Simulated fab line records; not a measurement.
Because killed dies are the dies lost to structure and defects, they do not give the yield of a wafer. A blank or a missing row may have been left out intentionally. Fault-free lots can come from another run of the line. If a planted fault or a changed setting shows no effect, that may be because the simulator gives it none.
Chamber matching / flow nand_harc / 4 sister chambers for NHARC_A_STAIRCASE_TRIM_187 on rie_diel-07
The step chemistry O2, time 211.2 s. 4 wafers are shown with their chamber, then 10 later ones without.

== WAFERS PAIRED WITH THEIR CHAMBERS ==
wafer=L081.1; chamber=2; showerhead_plenum_p_Torr (Torr)=3.33
wafer=L081.5; chamber=1; showerhead_plenum_p_Torr (Torr)=3.50
wafer=L088.3; chamber=3; showerhead_plenum_p_Torr (Torr)=3.63
wafer=L088.4; chamber=0; showerhead_plenum_p_Torr (Torr)=3.47

== WAFERS WITHOUT THEIR CHAMBER ==
wafer=L088.5; showerhead_plenum_p_Torr (Torr)=3.49
wafer=L089.1; showerhead_plenum_p_Torr (Torr)=3.63
wafer=L089.3; showerhead_plenum_p_Torr (Torr)=3.49
wafer=L089.5; showerhead_plenum_p_Torr (Torr)=3.49
wafer=L091.1; showerhead_plenum_p_Torr (Torr)=3.47
wafer=L091.2; showerhead_plenum_p_Torr (Torr)=3.31
wafer=L091.4; showerhead_plenum_p_Torr (Torr)=3.63
wafer=L093.4; showerhead_plenum_p_Torr (Torr)=3.62
wafer=L093.5; showerhead_plenum_p_Torr (Torr)=3.62
wafer=L093.6; showerhead_plenum_p_Torr (Torr)=3.30

== CHAMBER TAKEN BY EACH ==
wafer=L088.5; from the rows above=can't be placed: 1 or 0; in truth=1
wafer=L089.1; from the rows above=3; in truth=3
wafer=L089.3; from the rows above=can't be placed: 1 or 0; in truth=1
wafer=L089.5; from the rows above=can't be placed: 1 or 0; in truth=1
wafer=L091.1; from the rows above=0; in truth=0
wafer=L091.2; from the rows above=2; in truth=2
wafer=L091.4; from the rows above=3; in truth=3
wafer=L093.4; from the rows above=3; in truth=3
wafer=L093.5; from the rows above=3; in truth=3
wafer=L093.6; from the rows above=2; in truth=2
7 of 10 placed correctly. These rows do not allow placing 3 (true chamber among the candidates in 3). Number placed wrongly: 0.
How it was worked out, from the rows above alone: a wafer's distance from a chamber is the root of the sum, over the readings, of the square of ((its reading less the chamber's mean) divided by the reading's scatter). If the next closest chamber is less than 2 further off than the closest, the wafer can't be placed; otherwise it belongs to the closest. A chamber's mean is the mean of its shown wafers. The scatter: root of mean squared gap, hidden wafer to nearest shown wafer, with one shown wafer a chamber.
